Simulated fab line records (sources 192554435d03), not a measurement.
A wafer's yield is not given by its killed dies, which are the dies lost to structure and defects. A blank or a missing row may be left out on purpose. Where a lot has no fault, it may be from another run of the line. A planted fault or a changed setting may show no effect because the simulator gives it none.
fab line records	flow n5Finfet
[record] lots = 7	wafers = 21
route steps=1938 shown SDB@373 GATE_CUT@480 MOL_CONTACT_COAG@559 BEOL_M0_SAQP@634 BEOL_M0_CUTY@702 BEOL_M1@789
startH: hours from the record's first day to the start of the lot's first wafer shown	waitH: hours from the lot's prior step to this one	" as in the row above	L1.1+2: a row that stands for several wafers	- no value, or no start given	* or withheld: withheld	< > ~ a bound
route shown NAME@n: names a module that has steps shown in the file, with the first one's number in the route	usual: mean and standard deviation over wafers with no fault	same: alike in all rows	chamber/n: place in a boat	sites: the reading at each site	_std_site: the values' standard deviation	_edge_site: the outer-site mean with the inner-site mean subtracted	radiusMm: for every site, how far away it sits from the centre of the wafer	mask NAME#n: copy n	behind: the last tool/chamber to shape the wafer	hold: the reason the lot was held/the length of the hold in hours/how it ended	device: the transistor (n, p or np) that didn't switch	end of line: the route-end tests of the same wafers	step lacking rows: just its recipe	killed: the dies lost at the first sort to structure and to defects; this is not the yield of the wafer	map: per-die view of a wafer (x killed, . not killed, _ where there is no die)
set.NAME: the setting that was run; set.NAME@STEP: the one run at that earlier step	model.NAME: the simulator's own value behind a step, which no gauge read
lots where settings were altered on purpose, with a table for each step and a row for each wafer
[[steps]]
[step N5_SDB_ALD_29]
[recipe] material = SiNx	targetThkA = 300	tempC = 400	aldPrecursorFamily = SiH2I2	aldCoReactant = N2/H2-plasma	pulseTimeS = 1	aldCycles = 600	purgeTimeS = 2	coReactantPurgeTimeS = 2	pressureTorr = 2
lot.wafer	tool	chamber	startH	waitH	set.aldCycles	model.SiNx_of_SDB_ALD_29.thkNm
L076.2	aldSin-01	1	80.55	0.0	642	31.8
L076.3	"	2	"	"	642	32
L076.4	"	0	"	"	600	29.8
L078.2	aldSin-04	1	87.95	0.1	600	30.2
L078.3	"	2	"	"	634	31.8
L078.5	"	0	89.31	1.5	600	30
L079.2	aldSin-04	1	96.86	0.0	524	26.4
L079.3	"	2	"	"	600	30
L079.5	"	0	98.22	1.4	524	26.2
L080.4+6	aldSin-04	0,3	102.12	0.1	600	30
L080.5	"	0	103.48	1.5	600	30.2
L093.1	aldSin-03	2	183.67	1.9	600	30.2
L093.3+6	"	3,1	"	"	600	30
L094.3	aldSin-01	0	187.98	2.6	600	29.8
L094.4	"	2	"	"	543	27
L094.5	"	1	189.33	3.9	600	30
L095.2	aldSin-01	0	194.78	0.0	656	32.8
L095.3+4	"	1,3	"	"	600	30
[step N5_SDB_CMP_30]
[recipe] stopOn = poly-Si	tOverpolishS = 1.54	postCmpClean = alkalineBrush	downForcePsi = 4.1491	platenRpm = 51.796	padVelocityMS = 1.0306	targetThkNm = 30
lot.wafer	tool	chamber	startH	waitH	set.downForcePsi	set.aldCycles@SDB_ALD_29	model.SiNx_of_SDB_ALD_29.thkNm
L076.3	cmp-03	1	83.32	1.4	4.1491	642	29.8
L076.4	"	2	"	"	4.543	600	29.4
L076.2	"	3	"	"	4.543	642	29.8
L078.3	cmp-04	2	90.74	1.4	4.1491	634	30.6
L078.2	"	0	"	"	4.1491	600	30.2
L078.5	"	2	"	"	4.1491	600	30
L079.2+5	cmp-01	0	99.60	1.4	4.954	524	25.6
L079.3	"	1	"	"	4.1491	600	30
L080.4	cmp-01	3	104.89	1.4	4.1491	600	30
L080.5	"	2	"	"	4.1491	600	30.2
L080.6	"	3	"	"	3.665	600	30
L093.1	cmp-04	2	186.48	1.5	4.1491	600	30.2
L093.3+6	"	3,1	"	"	4.1491	600	30
L094.4	cmp-04	2	190.79	1.5	4.1491	543	27
L094.3	"	3	"	"	3.885	600	29.8
L094.5	"	0	"	"	3.885	600	30
L095.4+3	cmp-04	3,0	197.56	1.4	4.1491	600	30
L095.2	"	1	"	"	4.1491	656	28.4
[step N5_GATE_CUT_COAT_27]
[recipe] resist = underlayer	tempC = 205	timeS = 60	spinRpm = 1500	resistThkNm = 10
lot.wafer	tool	chamber	startH	waitH	set.spinRpm	model.underlayer_of_GATE_CUT_COAT_27.thkNm
L076.2+3	lithoTrack-03	0	-	-	1500	10
L076.4	"	0	"	"	1453	10.2
L078.2+3+5	lithoTrack-04	0	-	-	1601	9.6
L079.2+3	lithoTrack-04	0	-	-	1611	9.6
L079.5	"	0	"	"	1500	10
L080.4+5+6	lithoTrack-04	0	-	-	1500	10
L093.1+3+6	lithoTrack-03	0	-	-	1500	10
L094.3+4+5	lithoTrack-01	0	-	-	1500	10
L095.2+3	lithoTrack-03	0	-	-	1500	10
L095.4	"	0	"	"	1593	9.8
[step N5_GATE_CUT_DESCUM_18]
[recipe] chemistry = O2	timeS = 7	sourcePowerW = 50	biasPowerW = 20	pressureMtorr = 20	rfFrequencyHz = 2.712e+07	tempC = 40	resist = CAR-EUV	o2FlowSccm = 225
lot.wafer	tool	chamber	startH	waitH	set.timeS
L076.2+3+4	rieDiel-03	1,3,2	97.50	0.0	7
L078.2+3	rieDiel-06	3,1	104.89	0.0	6.466
L078.5	"	0	"	"	7
L079.2+3	rieDiel-03	3,1	113.89	0.0	7
L079.5	"	1	"	"	8.164
L080.4+5+6	rieDiel-03	1,0,3	119.03	0.0	7
L093.1+3+6	rieDiel-06	2,1,2	200.01	0.0	7
L094.3+4+5	rieDiel-05	1,0,2	204.48	0.0	7
L095.2+4	rieDiel-03	2,3	211.24	0.1	7
L095.3	"	0	"	"	7.652
[step N5_GATE_CUT_ETCH_28]
[recipe] chemistry = N2/H2	target = underlayer	targetDepthA = 130	maskMaterial = CAR-EUV	timeS = 10.4	ionEnergyEv = 200	pressureMtorr = 30	sourceW = 840	biasW = 150	n2FlowSccm = 200	h2FlowSccm = 200	ends = cleared
lot.wafer	tool	chamber	startH	waitH	set.spinRpm@GATE_CUT_COAT_27	set.timeS@GATE_CUT_DESCUM_18	model.etch.depthNm	model.CAR-EUV_of_GATE_CUT_COAT_07.thkNm
L076.2	rieDiel-03	1	97.53	0.0	1500	7	10	14.8
L076.3	"	3	"	"	1500	7	10.02	14.6
L076.4	"	2	"	"	1453	7	10.17	14.4
L078.2	rieDiel-06	3	104.92	0.0	1601	6.466	9.679	15.2
L078.3	"	1	"	"	1601	6.466	9.689	15.4
L078.5	"	0	"	"	1601	7	9.69	14.8
L079.2	rieDiel-03	3	113.93	0.0	1611	7	9.646	15
L079.3	"	1	"	"	1611	7	9.657	15
L079.5	"	1	"	"	1500	8.164	9.991	14
L080.4	rieDiel-03	1	119.06	0.0	1500	7	9.999	14.8
L080.5	"	0	"	"	1500	7	10.02	14.6
L080.6	"	3	"	"	1500	7	10.03	14.6
L093.1	rieDiel-06	2	200.05	0.0	1500	7	9.992	14.6
L093.3	"	1	"	"	1500	7	10.01	14.4
L093.6	"	2	"	"	1500	7	10.02	14.6
L094.3	rieDiel-05	1	204.51	0.0	1500	7	10.02	14.6
L094.4	"	0	"	"	1500	7	10.02	14.4
L094.5	"	2	"	"	1500	7	9.996	14.6
L095.2	rieDiel-03	2	211.28	0.0	1500	7	9.984	14.6
L095.3	"	0	"	"	1500	7.652	9.975	14.2
L095.4	"	3	"	"	1593	7	9.702	14.8
[step N5_GATE_CUT_ETCH_36]
[recipe] chemistry = CF4	target = SiARC	targetDepthA = 130	maskMaterial = CAR-EUV	timeS = 21.7	ionEnergyEv = 80	pressureMtorr = 40	sourceW = 545	biasW = 36	Ar_flow_sccm = 100	cf4FlowSccm = 100	ends = cleared
lot.wafer	tool	chamber	startH	waitH	set.timeS@GATE_CUT_DESCUM_18	model.CAR-EUV_of_GATE_CUT_COAT_07.thkNm
L076.2	rieDiel-03	1	97.55	0.0	7	7.2
L076.3	"	3	"	"	7	7
L076.4	"	2	"	"	7	6.8
L078.2+3	rieDiel-06	3,1	104.94	0.0	6.466	7.6
L078.5	"	0	"	"	7	7.2
L079.2	rieDiel-03	3	113.95	0.0	7	7.2
L079.3	"	1	"	"	7	7.4
L079.5	"	1	"	"	8.164	6.4
L080.4+5+6	rieDiel-03	1,0,3	119.08	0.0	7	7
L093.1	rieDiel-06	2	200.07	0.0	7	7
L093.3+6	"	1,2	"	"	7	6.8
L094.3	rieDiel-05	1	204.53	0.0	7	7
L094.4+5	"	0,2	"	"	7	6.8
L095.2	rieDiel-03	2	211.30	0.0	7	6.8
L095.3	"	0	"	"	7.652	6.6
L095.4	"	3	"	"	7	7
[step N5_GATE_CUT_ALD_22]
[recipe] material = SiNx	targetThkA = 160	tempC = 400	aldPrecursorFamily = SiH2I2	aldCoReactant = N2/H2-plasma	pulseTimeS = 1	aldCycles = 320	purgeTimeS = 2	coReactantPurgeTimeS = 2	pressureTorr = 2
lot.wafer	tool	chamber	startH	waitH	set.aldCycles	model.SiNx_of_GATE_CUT_ALD_22.thkNm
L076.2	aldSin-04	1	100.10	1.8	280	14
L076.3+4	"	2,0	"	"	320	16
L078.2	aldSin-02	1	106.00	0.0	320	16
L078.3+5	"	0,2	"	"	303	15
L079.2+3+5	aldSin-04	1,0,3	115.01	0.0	320	16
L080.4+6	aldSin-04	3,1	120.12	0.0	320	16
L080.5	"	2	"	"	372	18.4
L093.1+3+6	aldSin-04	2,3,3	200.99	0.0	320	16
L094.3+4+5	aldSin-02	2,1,2	205.42	0.0	320	16
L095.2+3	aldSin-02	0,1	212.42	0.0	320	16
L095.4	"	3	"	"	320	15.8
[step N5_MOL_CONTACT_COAG_ALD_27]
[recipe] material = SiOC	targetThkA = 170	tempC = 400	aldPrecursorFamily = carbosiloxane	aldCoReactant = H2-plasma	pulseTimeS = 1.5	timeS = 2720	purgeTimeS = 2	coReactantPurgeTimeS = 2	aldCycles = 340	pressureTorr = 2
lot.wafer	tool	chamber	startH	waitH	set.aldCycles	model.SiOC_of_MOL_CONTACT_COAG_ALD_27.thkNm
L076.2+4	aldSin-01	1,2	112.42	0.0	367	18.4
L076.3	"	3	"	"	340	16.8
L078.2+5	aldSin-04	2,0	116.47	0.2	315	15.8
L078.3	"	0	"	"	340	17
L079.2	aldSin-02	2	124.03	0.0	340	17
L079.3	"	1	"	"	287	14.4
L079.5	"	1	"	"	287	14.2
L080.4	aldSin-01	0	130.03	0.0	288	14.6
L080.5	"	3	"	"	288	14.4
L080.6	"	0	"	"	340	17
L093.1+3+6	aldSin-02	0,3,1	210.36	0.0	340	17
L094.3+4	aldSin-04	2,0	214.65	0.0	393	19.6
L094.5	"	0	"	"	340	17
L095.2	aldSin-01	0	223.84	0.0	340	17.2
L095.3+4	"	3,2	"	"	368	18.4
[step N5_MOL_CONTACT_COAG_CVD_140]
[recipe] material = W	targetThkA = 665	mode = selectiveFill	tempC = 300	timeS = 215
lot.wafer	tool	chamber	startH	waitH	set.targetThkA	model.W_of_MOL_CONTACT_COAG_CVD_140.thkNm
L076.2	cvdW-01	1	118.87	0.1	665	67.4
L076.3	"	0	"	"	665	66.4
L076.4	"	1	"	"	665	67.2
L078.2	cvdW-02	0	123.50	0.1	665	66.6
L078.3+5	"	0,1	"	"	750.2	75.2
L079.2	cvdW-01	1	130.32	0.1	665	67.2
L079.3	"	0	"	"	665	67.6
L079.5	"	1	"	"	732.5	74.2
L080.4+5	cvdW-01	1,0	136.15	0.1	665	67.6
L080.6	"	1	"	"	665	68
L093.1	cvdW-02	0	217.06	0.1	665	64.8
L093.3	"	1	"	"	665	63.6
L093.6	"	1	"	"	665	64.6
L094.3	cvdW-02	0	221.20	0.1	665	66.2
L094.4	"	1	"	"	665	64.8
L094.5	"	1	"	"	579.3	57.4
L095.2	cvdW-02	0	229.14	0.1	583.6	57.8
L095.3	"	0	"	"	665	66.2
L095.4	"	1	"	"	665	66
[step N5_BEOL_M0_SAQP_HM_DEP_02]
[recipe] material = TiN	targetThkA = 120	tempC = 25	chamberPressurePa = 0.49996
lot.wafer	tool	chamber	startH	waitH	set.targetThkA	model.TiN_of_BEOL_M0_SAQP_HM_DEP_02.thkNm
L076.2	pvdSputter-01	-	123.51	0.6	130.3	13.2
L076.3	"	-	"	"	120	11.8
L076.4	"	-	"	"	120	12
L078.2+3	pvdSputter-03	-	134.23	4.6	120	12.2
L078.5	"	-	"	"	113.9	11.6
L079.2+3+5	pvdSputter-03	-	135.13	0.8	120	12
L080.4	pvdSputter-01	-	140.16	0.0	135	13.8
L080.5	"	-	"	"	120	12.2
L080.6	"	-	"	"	120	12.4
L093.1+3	pvdSputter-03	-	222.85	1.7	120	12
L093.6	"	-	"	"	120	12.2
L094.3	pvdSputter-03	-	226.21	0.9	120	11.8
L094.4	"	-	"	"	110.5	11
L094.5	"	-	"	"	120	12
L095.2	pvdSputter-03	-	233.75	0.6	130.9	13
L095.3	"	-	"	"	120	11.8
L095.4	"	-	"	"	130.9	12.8
[step N5_BEOL_M0_CUTY_COAT_51]
[recipe] resist = CAR-ArF-block	spinRpm = 1500	resistThkNm = 150
lot.wafer	tool	chamber	startH	waitH	set.spinRpm	model.CAR-ArF-block_of_BEOL_M0_CUTY_COAT_51.thkNm
L076.2	lithoTrack-02	0	-	-	1643	142.6
L076.3	"	0	"	"	1643	143
L076.4	"	0	"	"	1643	142.8
L078.2	lithoTrack-02	0	-	-	1500	149.4
L078.3	"	0	"	"	1500	149
L078.5	"	0	"	"	1500	149.2
L079.2	lithoTrack-03	0	-	-	1617	144.6
L079.3	"	0	"	"	1500	149.6
L079.5	"	0	"	"	1617	144.2
L080.4	lithoTrack-02	0	-	-	1500	149
L080.5	"	0	"	"	1500	149.8
L080.6	"	0	"	"	1633	143.4
L093.1	lithoTrack-01	0	-	-	1500	149.8
L093.3	"	0	"	"	1500	150.2
L093.6	"	0	"	"	1500	150.4
L094.3+5	lithoTrack-02	0	-	-	1500	150
L094.4	"	0	"	"	1500	149.4
L095.2+4	lithoTrack-03	0	-	-	1500	150.2
L095.3	"	0	"	"	1500	150.4
[step N5_BEOL_M0_CUTY_DESCUM_61]
[recipe] chemistry = O2	timeS = 7.9	sourcePowerW = 50	biasPowerW = 20	pressureMtorr = 20	rfFrequencyHz = 2.712e+07	tempC = 40	resist = CAR-ArF-block	o2FlowSccm = 225
lot.wafer	tool	chamber	startH	waitH	set.timeS	set.spinRpm@BEOL_M0_CUTY_COAT_51	model.CAR-ArF-block_of_BEOL_M0_CUTY_COAT_51.thkNm
L076.2	rieDiel-02	3	131.43	1.6	8.799	1643	135.4
L076.3	"	1	"	"	8.799	1643	135.8
L076.4	"	2	"	"	7.9	1643	136.2
L078.2	rieDiel-01	1	141.08	0.0	9.171	1500	142.2
L078.3	"	3	"	"	7.9	1500	142.4
L078.5	"	0	"	"	9.171	1500	141.8
L079.2	rieDiel-01	2	142.09	0.0	7.9	1617	138
L079.3	"	3	"	"	8.525	1500	142.6
L079.5	"	2	"	"	8.525	1617	137.4
L080.4	rieDiel-01	3	146.47	0.0	7.9	1500	142.4
L080.5	"	1	"	"	9.649	1500	142.2
L080.6	"	0	"	"	7.9	1633	136.8
L093.1	rieDiel-02	3	229.73	0.0	7.9	1500	143.2
L093.3	"	2	"	"	7.9	1500	143.6
L093.6	"	0	"	"	7.9	1500	143.8
L094.3	rieDiel-01	3	233.23	0.0	7.9	1500	143.4
L094.4	"	2	"	"	6.263	1500	143.8
L094.5	"	1	"	"	6.263	1500	144.4
L095.2	rieDiel-02	0	240.05	0.0	9.579	1500	142.6
L095.3	"	3	"	"	9.579	1500	142.8
L095.4	"	3	"	"	7.9	1500	143.8
[step N5_BEOL_M0_CUTY_ETCH_62]
[recipe] chemistry = CF4	target = SiARC	maskMaterial = CAR-ArF-block	timeS = 58.5	ionEnergyEv = 80	pressureMtorr = 40	sourceW = 545	biasW = 36	Ar_flow_sccm = 100	cf4FlowSccm = 100	ends = cleared
lot.wafer	tool	chamber	startH	waitH	set.spinRpm@BEOL_M0_CUTY_COAT_51	model.CAR-ArF-block_of_BEOL_M0_CUTY_COAT_51.thkNm
L076.2	rieDiel-02	3	131.46	0.0	1643	110.4
L076.3	"	1	"	"	1643	110.8
L076.4	"	2	"	"	1643	111.2
L078.2	rieDiel-01	1	141.12	0.0	1500	117.2
L078.3	"	3	"	"	1500	117.4
L078.5	"	0	"	"	1500	116.8
L079.2	rieDiel-01	2	142.12	0.0	1617	113
L079.3	"	3	"	"	1500	117.4
L079.5	"	2	"	"	1617	112.4
L080.4	rieDiel-01	3	146.50	0.0	1500	117.4
L080.5	"	1	"	"	1500	117.2
L080.6	"	0	"	"	1633	111.8
L093.1	rieDiel-02	3	229.76	0.0	1500	118
L093.3	"	2	"	"	1500	118.6
L093.6	"	0	"	"	1500	118.8
L094.3	rieDiel-01	3	233.26	0.0	1500	118.4
L094.4	"	2	"	"	1500	118.8
L094.5	"	1	"	"	1500	119.4
L095.2	rieDiel-02	0	240.08	0.0	1500	117.6
L095.3	"	3	"	"	1500	117.8
L095.4	"	3	"	"	1500	118.6
[step N5_BEOL_M1_DESCUM_33]
[recipe] chemistry = O2	timeS = 7	sourcePowerW = 50	biasPowerW = 20	pressureMtorr = 20	rfFrequencyHz = 2.712e+07	tempC = 40	resist = CAR-EUV	o2FlowSccm = 225
lot.wafer	tool	chamber	startH	waitH	set.timeS	model.CAR-EUV_of_BEOL_M1_COAT_22.thkNm
L076.2+3	rieDiel-06	2,0	141.16	0.0	8.379	25.4
L076.4	"	1	"	"	7	26.2
L078.2+3	rieDiel-03	3,1	149.55	0.1	7	26
L078.5	"	3	"	"	7.43	25.8
L079.2+5	rieDiel-05	1	149.74	0.0	6.453	26.4
L079.3	"	3	"	"	7	26
L080.4	rieDiel-03	0	154.57	0.0	7	26.2
L080.5+6	"	3,1	"	"	7	26
L093.1+3+6	rieDiel-06	0,2,0	239.77	0.0	7	26
L094.3+4	rieDiel-03	1,0	240.18	0.0	7	26
L094.5	"	1	"	"	7	25.8
L095.2+4	rieDiel-05	2,1	252.61	0.8	7	26
L095.3	"	0	"	"	7	25.8
[step N5_BEOL_M1_ALD_98]
[recipe] material = SiO2	targetThkA = 25	tempC = 100	aldPrecursorFamily = BDEAS	aldCoReactant = O2-plasma	pulseTimeS = 1	coReactantPulseTimeS = 1	purgeTimeS = 2	coReactantPurgeTimeS = 2	aldCycles = 17	pressureTorr = 2
lot.wafer	tool	chamber	startH	waitH	set.tempC
L076.2+3+4	aldSin-04	0,2,1	141.29	0.1	100
L078.2	aldSin-01	0	149.69	0.1	101.3
L078.3+5	"	1,2	"	"	100
L079.2+3+5	aldSin-01	3,0,3	149.88	0.1	100
L080.4+5+6	aldSin-03	3,2,3	154.68	0.0	98.75
L093.1+3+6	aldSin-03	0,3,0	239.90	0.1	100
L094.3+4+5	aldSin-03	3,0,3	240.37	0.1	100
L095.2+4	aldSin-01	1,2	252.74	0.1	100
L095.3	"	3	"	"	95.88
[step N5_BEOL_M1_ETCHBACK_99]
[recipe] chemistry = CHF3	target = SiO2	targetDepthA = 50	timeS = 10.4	sourceW = 215	biasW = 47	Ar_flow_sccm = 200	CHF3_flow_sccm = 12	ionEnergyEv = 100	pressureMtorr = 30
lot.wafer	tool	chamber	startH	waitH	set.timeS@BEOL_M1_DESCUM_33	model.CAR-EUV_of_BEOL_M1_COAT_22.thkNm
L076.2+3	rieDiel-05	0,3	141.69	0.3	8.379	9.8
L076.4	"	2	"	"	7	10.4
L078.2+3	rieDiel-03	0,3	151.89	2.2	7	10.4
L078.5	"	3	"	"	7.43	10.2
L079.2+5	rieDiel-06	1	156.35	6.4	6.453	10.8
L079.3	"	2	"	"	7	10.4
L080.4	rieDiel-06	0	159.60	4.9	7	10.6
L080.5+6	"	0,1	"	"	7	10.4
L093.1+3+6	rieDiel-06	1,2,3	241.18	1.2	7	10.4
L094.3+4+5	rieDiel-03	3,3,1	241.21	0.8	7	10.4
L095.2+4	rieDiel-06	0,3	261.18	8.4	7	10.4
L095.3	"	2	"	"	7	10.2
[step N5_BEOL_M1_ETCH_70]
[recipe] chemistry = N2/H2	target = SOC	targetDepthA = 800	overetchA = 160	maskMaterial = SiARC	tempC = 40	timeS = 120	ionEnergyEv = 200	pressureMtorr = 30	sourceW = 840	biasW = 150	n2FlowSccm = 200	h2FlowSccm = 200
[usual] rfVppV = 524.2/2.2
lot.wafer	tool	chamber	startH	waitH	set.biasW	rfVppV	model.SiARC_of_BEOL_M1_COAT_68.thkNm
L076.2	rieDiel-05	0	141.72	0.0	150	521.5	6
L076.3	"	3	"	"	134.4	493.7	7
L076.4	"	2	"	"	150	526.0	6
L078.2	rieDiel-03	0	151.93	0.0	150	523.7	6.2
L078.3	"	3	"	"	157.7	540.6	6
L078.5	"	3	"	"	150	523.0	6.4
L079.2	rieDiel-06	1	156.38	0.0	150	526.1	6.4
L079.3	"	2	"	"	150	524.1	6.6
L079.5	"	1	"	"	162.8	555.2	5.8
L080.4	rieDiel-06	0	159.64	0.0	166.9	561.1	5.6
L080.5	"	0	"	"	150	523.0	6.4
L080.6	"	1	"	"	166.9	564.8	5.6
L093.1	rieDiel-06	1	241.21	0.0	150	525.9	6.4
L093.3	"	2	"	"	150	522.7	6.6
L093.6	"	3	"	"	150	525.6	6.4
L094.3	rieDiel-03	3	241.25	0.0	136.5	491.7	7
L094.4	"	3	"	"	136.5	493.5	6.8
L094.5	"	1	"	"	136.5	489.6	6.6
L095.2	rieDiel-06	0	261.22	0.0	165.3	555.8	5.8
L095.3	"	2	"	"	150	522.6	6.6
L095.4	"	3	"	"	150	524.2	6.4
[[key]]
[split] step = N5_SDB_ALD_29	setting = aldCycles	stated = 600	by = wafer
[response] step = N5_SDB_ALD_29	reading = model.SiNx_of_SDB_ALD_29.thkNm	change = +0.298	per = 1%	r = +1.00
[response] step = N5_SDB_CMP_30	reading = model.SiNx_of_SDB_ALD_29.thkNm	shape = bent	atLowest = 25.6	atStated = 29.99	atHighest = 28.4
[split] step = N5_SDB_CMP_30	setting = downForcePsi	stated = 4.1491	by = wafer
response none clear
[split] step = N5_GATE_CUT_COAT_27	setting = spinRpm	stated = 1500	by = wafer
[response] step = N5_GATE_CUT_COAT_27	reading = model.underlayer_of_GATE_CUT_COAT_27.thkNm	change = -0.0469	per = 1%	r = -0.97
[response] step = N5_GATE_CUT_ETCH_28	reading = model.etch.depthNm	change = -0.046	per = 1%	r = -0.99
[split] step = N5_GATE_CUT_DESCUM_18	setting = timeS	stated = 7	by = wafer
[response] step = N5_GATE_CUT_ETCH_28	reading = model.CAR-EUV_of_GATE_CUT_COAT_07.thkNm	change = -0.0596	per = 1%	r = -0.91
[response] step = N5_GATE_CUT_ETCH_36	reading = model.CAR-EUV_of_GATE_CUT_COAT_07.thkNm	change = -0.0494	per = 1%	r = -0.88
[split] step = N5_GATE_CUT_ALD_22	setting = aldCycles	stated = 320	by = wafer
[response] step = N5_GATE_CUT_ALD_22	reading = model.SiNx_of_GATE_CUT_ALD_22.thkNm	change = +0.155	per = 1%	r = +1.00
[split] step = N5_MOL_CONTACT_COAG_ALD_27	setting = aldCycles	stated = 340	by = wafer
[response] step = N5_MOL_CONTACT_COAG_ALD_27	reading = model.SiOC_of_MOL_CONTACT_COAG_ALD_27.thkNm	change = +0.168	per = 1%	r = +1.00
[split] step = N5_MOL_CONTACT_COAG_CVD_140	setting = targetThkA	stated = 665	by = wafer
[response] step = N5_MOL_CONTACT_COAG_CVD_140	reading = model.W_of_MOL_CONTACT_COAG_CVD_140.thkNm	change = +0.661	per = 1%	r = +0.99
[split] step = N5_BEOL_M0_SAQP_HM_DEP_02	setting = targetThkA	stated = 120	by = wafer
[response] step = N5_BEOL_M0_SAQP_HM_DEP_02	reading = model.TiN_of_BEOL_M0_SAQP_HM_DEP_02.thkNm	change = +0.125	per = 1%	r = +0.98
[split] step = N5_BEOL_M0_CUTY_COAT_51	setting = spinRpm	stated = 1500	by = wafer
[response] step = N5_BEOL_M0_CUTY_COAT_51	reading = model.CAR-ArF-block_of_BEOL_M0_CUTY_COAT_51.thkNm	change = -0.672	per = 1%	r = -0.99
[response] step = N5_BEOL_M0_CUTY_DESCUM_61	reading = model.CAR-ArF-block_of_BEOL_M0_CUTY_COAT_51.thkNm	change = -0.624	per = 1%	r = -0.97
[response] step = N5_BEOL_M0_CUTY_ETCH_62	reading = model.CAR-ArF-block_of_BEOL_M0_CUTY_COAT_51.thkNm	change = -0.613	per = 1%	r = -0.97
[split] step = N5_BEOL_M0_CUTY_DESCUM_61	setting = timeS	stated = 7.9	by = wafer
response none clear
[split] step = N5_BEOL_M1_DESCUM_33	setting = timeS	stated = 7	by = wafer
[response] step = N5_BEOL_M1_DESCUM_33	reading = model.CAR-EUV_of_BEOL_M1_COAT_22.thkNm	change = -0.0413	per = 1%	r = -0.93
[response] step = N5_BEOL_M1_ETCHBACK_99	reading = model.CAR-EUV_of_BEOL_M1_COAT_22.thkNm	change = -0.0332	per = 1%	r = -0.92
[split] step = N5_BEOL_M1_ALD_98	setting = tempC	stated = 100	by = wafer
response none clear
[split] step = N5_BEOL_M1_ETCH_70	setting = biasW	stated = 150	by = wafer
[response] step = N5_BEOL_M1_ETCH_70	reading = rfVppV	change = +3.28	per = 1%	r = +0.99
[response] step = N5_BEOL_M1_ETCH_70	reading = model.SiARC_of_BEOL_M1_COAT_68.thkNm	change = -0.0777	per = 1%	r = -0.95
